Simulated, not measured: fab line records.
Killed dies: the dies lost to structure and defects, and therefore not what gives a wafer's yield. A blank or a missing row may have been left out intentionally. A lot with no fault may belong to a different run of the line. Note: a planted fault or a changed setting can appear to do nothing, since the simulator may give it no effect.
A struck lot beside a sound one :: flow nand-harc :: 15 steps out of a route of 1159
Sound: the wafers L623.1, L623.2, L623.5. Struck: wafers L635.4, L635.5, L635.6. Last of all comes the cause.
Order at every step that has rows: each side's tool, ch and its chambers, its first start. Under that, the readings that differ: sound wafers :: struck wafers :: difference of the means :: sigmas: that difference in standard deviations of wafers without a fault.
alike: words and numbers the same on both sides, and readings whose means are apart by under 2 such deviations; not compared: readings that were withheld, readings missing a value for some wafer, numbers with overlapping values and no deviation given by the record, and bounds like >300 which may hide the same value.
The two part at a step that has a row with sigmas, a row that says differs or no value, or rows on one side only. Non-overlapping numbers with no deviation appear without sigmas and do not part them. Lack of a reading on every wafer of one side parts them only where that side has two or more wafers.

NHARC_A_STAIRCASE_ETCH_253: etches the open film in C4F8/O2, target depth 50 nm, time 20.2 s.
  sound on rie-diel-02 ch 1,2, day 13 10:25; struck on rie-diel-05 ch 0,3, day 15 23:07
  alike: chamber-pressure-mTorr, oes-product-au, rf-vpp-V
  not compared: rf-hours-counter-h
NHARC_A_STAIRCASE_STRIP_254: strips in O2.
  sound on plasma-asher-01 ch 0,1, day 13 10:34; struck on plasma-asher-02 ch 0,1, day 15 23:21
  alike: drypump-motor-current-A, heater-power-w, temp-c
  not compared: rf-hours-counter-h
then, 3 steps without rows for these wafers: NHARC_A_STAIRCASE_STRIP_255 (strips in SPM, time 900 s); NHARC_A_STAIRCASE_PRECLEAN_256 (cleans in SC1); NHARC_A_STAIRCASE_SRD_257.
NHARC_A_STAIRCASE_HM_DEP_456: deposits aC, target thk 1500 nm.
  sound on acl-dep-02 ch 0, day 13 13:00; struck on acl-dep-01 ch 0, day 16 03:19
  alike: throttle-valve-pct
  not compared: susceptor-temp-C
NHARC_A_STAIRCASE_DEP_259: deposits SiON, target thk 30 nm.
  sound on pecvd-02 ch 1,2, day 13 14:51; struck on pecvd-04 ch 0,1,2, day 16 04:19
  alike: heater-power-w, susceptor-temp-C
then, 5 steps without rows for these wafers: NHARC_A_STAIRCASE_DEHYDRATE_281 (time 120 s); NHARC_A_STAIRCASE_HMDS_282 (time 30 s); NHARC_A_STAIRCASE_COAT_283; NHARC_A_STAIRCASE_SOFTBAKE_284 (time 170 s); NHARC_A_STAIRCASE_EBR_285.
NHARC_A_STAIRCASE_EXPOSE_286: exposes mask CHOP 100.
  sound on krf-scanner-02 ch 0, day 13 15:27; struck on krf-scanner-04 ch 0, day 16 04:52
reading: exposure-dose-mJ-cm2
sound: 24.979 25.003 24.966
struck: 18.679 18.697 18.686
difference: -6.295
sigmas: -99 or more
  alike: mask, reticle-temp-C
then, 1 step without rows for these wafers: NHARC_A_STAIRCASE_PEB_287 (peb time 130 s).
-- jump in the record: it breaks off in module A_STAIRCASE and resumes in module END (first step shown: number 1159 of the route), and 8 days separate the struck wafers' starts before and after --
NHARC_END_SORT_01:
  sound on prober-01 ch 0, day 21 15:47; struck on prober-01 ch 0, day 24 12:38
  alike: killed-at-array, killed-at-other, killed-at-periphery, killed-dies, killed-open, killed-short

== WHERE THEY PART ==
Only at NHARC_A_STAIRCASE_EXPOSE_286, within this record. Later steps at which nothing parts them and some readings are alike: NHARC_END_SORT_01.

WHY: whatever the simulator had introduced
Process parameters drifting: krf-scanner-04 at NHARC_A_STAIRCASE_EXPOSE_286, beginning at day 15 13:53. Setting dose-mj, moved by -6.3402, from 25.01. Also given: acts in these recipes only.
